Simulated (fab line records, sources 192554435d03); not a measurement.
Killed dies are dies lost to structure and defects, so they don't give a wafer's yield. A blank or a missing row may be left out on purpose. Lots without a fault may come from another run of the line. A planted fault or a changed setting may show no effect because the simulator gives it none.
Chamber matching | flow n5_finfet | N5_BEOL_M2_ALD_98 on ald_sin-01: 4 sister chambers
The step deposits SiO2, target thk 2.5 nm, pulse time 1 s, co reactant pulse time 1 s. 8 wafers are shown with their chamber, then 8 later ones without.

WAFERS WITH THEIR CHAMBER
wafer  | chamber | heater_power_w (W) | precursor_pulse_height_rel
L074.6 | 3       | 89                 | 1.007
L087.1 | 1       | 72                 | 0.990
L091.5 | 3       | 90                 | 0.961
L091.6 | 0       | 83                 | 0.998
L092.2 | 1       | 71                 | 1.001
L092.3 | 2       | 77                 | 0.990
L092.6 | 0       | 82                 | 1.001
L096.1 | 2       | 80                 | 1.020

WAFERS WITHOUT THEIR CHAMBER
wafer  | heater_power_w (W) | precursor_pulse_height_rel
L096.2 | 88                 | 1.009
L096.3 | 83                 | 1.007
L096.4 | 72                 | 0.989
L096.5 | 90                 | 1.030
L096.6 | 79                 | 1.012
L097.2 | 80                 | 0.990
L097.3 | 71                 | 0.997
L097.5 | 81                 | 0.978

WHICH CHAMBER EACH WENT THROUGH
wafer  | from the rows above     | in truth
L096.2 | 3                       | 3
L096.3 | 0                       | 0
L096.4 | 1                       | 1
L096.5 | 3                       | 3
L096.6 | 2                       | 2
L097.2 | can't be placed: 2 or 0 | 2
L097.3 | 1                       | 1
L097.5 | can't be placed: 0 or 2 | 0
Placed correctly: 6 of 8. Can't be placed from these rows: 2 (the true chamber is among the candidates in 2). Placed wrongly: 0.
How it was worked out, from the rows above alone: a wafer's distance from a chamber is the root of the sum, over the readings, of the square of ((its reading less the chamber's mean) divided by the reading's scatter). The wafer belongs to the nearest chamber; if the next one is less than 2 further off, it can't be placed. A chamber's mean is the mean of its shown wafers. The scatter: the root of (the sum of the squares of (reading less its chamber's mean) over the shown wafers, divided by (wafers less chambers)).
